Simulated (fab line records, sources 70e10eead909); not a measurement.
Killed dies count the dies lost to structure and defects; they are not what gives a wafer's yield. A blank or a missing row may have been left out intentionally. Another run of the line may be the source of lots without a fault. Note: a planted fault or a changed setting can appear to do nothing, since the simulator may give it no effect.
Problem report in the 8D (eight disciplines) form, filled by code -- flow nand-harc -- the parts of the form that need people (team, actions taken, sign-off) are left out

## 1. PROBLEM STATEMENT
At NHARC_A_CHANNEL_FILL_D2_ANNEAL_22, tube-center-temp-C averages 651 C over 9 wafers from 3 lots, while fault-free wafers read 620 C, standard deviation 0.061. That is +99 or more standard deviations from the usual mean.
The step: time 7200 s.
Seen first at day 20 19:05 on furnace-01, wafer L918.1. At this step, 36 wafers from 12 lots have a number in the record. Rule for "out" (also "out of limits"): further than 4 standard deviations from the usual mean. Any other wafer with a number is counted as sound.

## 2. WHAT IT IS, WHAT IT ISN'T
question,is,is not
which readings at this step,"tube-center-temp-C, spike-tc-bottom-C, spike-tc-centre-C, spike-tc-lower-C, spike-tc-top-C, spike-tc-upper-C, tube_center_temp_C_max",-
which lots,"L918, L919, L920","L905, L907, L908, L909, L913, L914, L916, L927, L928"
which wafers of those lots,all that have a number,-
read on which tools,furnace-01,"furnace-04, furnace-05"
when,from day 20 19:05,"up to then (21 sound wafers); but 6 sound wafers of L927, L928 came after"

## 3. THE SUSPECTS, EACH WITH WHAT RULES IT OUT
Counting: a tool at any process step up to the reading remains a suspect when it ran all the lots that are out and ran no sound lot after the first of those.
- ald-sin-batch-02 at NHARC_A_CHANNEL_FILL_D2_ALD_03 (deposits SiNx, target thk 6 nm, pulse time 60 s, ald cycles 58): kept. Every lot that is out went through it, starting with L918 (day 20 19:05), and after that it ran no sound lot; the last sound lot it ran before then is L916 (day 19 03:15). Because NHARC_A_CHANNEL_FILL_D2_ALD_03 lacks a start for some lots, the hours and order of its lots are taken from NHARC_A_CHANNEL_FILL_D2_ANNEAL_22.
- furnace-01 at NHARC_A_CHANNEL_FILL_D2_ANNEAL_22 (time 7200 s): ruled out as a lasting fault. The sound lots L927 went through it after L918, its earliest lot that is out (day 20 19:05).
The count leaves ald-sin-batch-02 at NHARC_A_CHANNEL_FILL_D2_ALD_03.

## 4. THE CAUSE (what the simulator had put in)
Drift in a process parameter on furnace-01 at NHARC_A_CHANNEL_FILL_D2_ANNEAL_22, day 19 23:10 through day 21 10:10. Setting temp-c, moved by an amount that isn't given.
Counting ruled it out, wrongly.

## 5. SEQUENCE OF EFFECTS, ordered by route
Rows list readings where the struck wafers' mean (over those with a number) sits beyond 3 standard deviations from the usual. Scope: only readings with a usual standard deviation given in the record; hours: median across lots of the time from each lot's start at the first step in this table that gives one to its start at this step; sigmas: change in usual standard deviations.
hours,step,reading,usual,on struck wafers,change,sigmas
0,NHARC_A_CHANNEL_FILL_D2_ANNEAL_22,spike-tc-bottom-C,642.6 C,674.0,+31.4,+17
0,NHARC_A_CHANNEL_FILL_D2_ANNEAL_22,spike-tc-centre-C,620.6 C,650.8,+30.2,+25
0,NHARC_A_CHANNEL_FILL_D2_ANNEAL_22,spike-tc-lower-C,620.2 C,651.2,+31.0,+28
0,NHARC_A_CHANNEL_FILL_D2_ANNEAL_22,spike-tc-top-C,640.7 C,670.7,+30.0,+12
0,NHARC_A_CHANNEL_FILL_D2_ANNEAL_22,spike-tc-upper-C,619.9 C,649.4,+29.5,+21
0,NHARC_A_CHANNEL_FILL_D2_ANNEAL_22,tube-center-temp-C,620 C,651,+31,+99 or more
0,NHARC_A_CHANNEL_FILL_D2_ANNEAL_22,tube_center_temp_C_max,621.59,652.28,+30.69,+99 or more
Its process steps:
- NHARC_A_CHANNEL_FILL_D2_ANNEAL_22: time 7200 s.
Later measuring or inspecting steps at which every struck wafer that the step has a row for has a number for every such reading, and none has moved that far: NHARC_END_SORT_01.

## 6. WHAT WOULD HAVE CAUGHT IT SOONER
First out-of-limits reading in this record: day 20 19:05, which is 20 hours after fault onset at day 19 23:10.
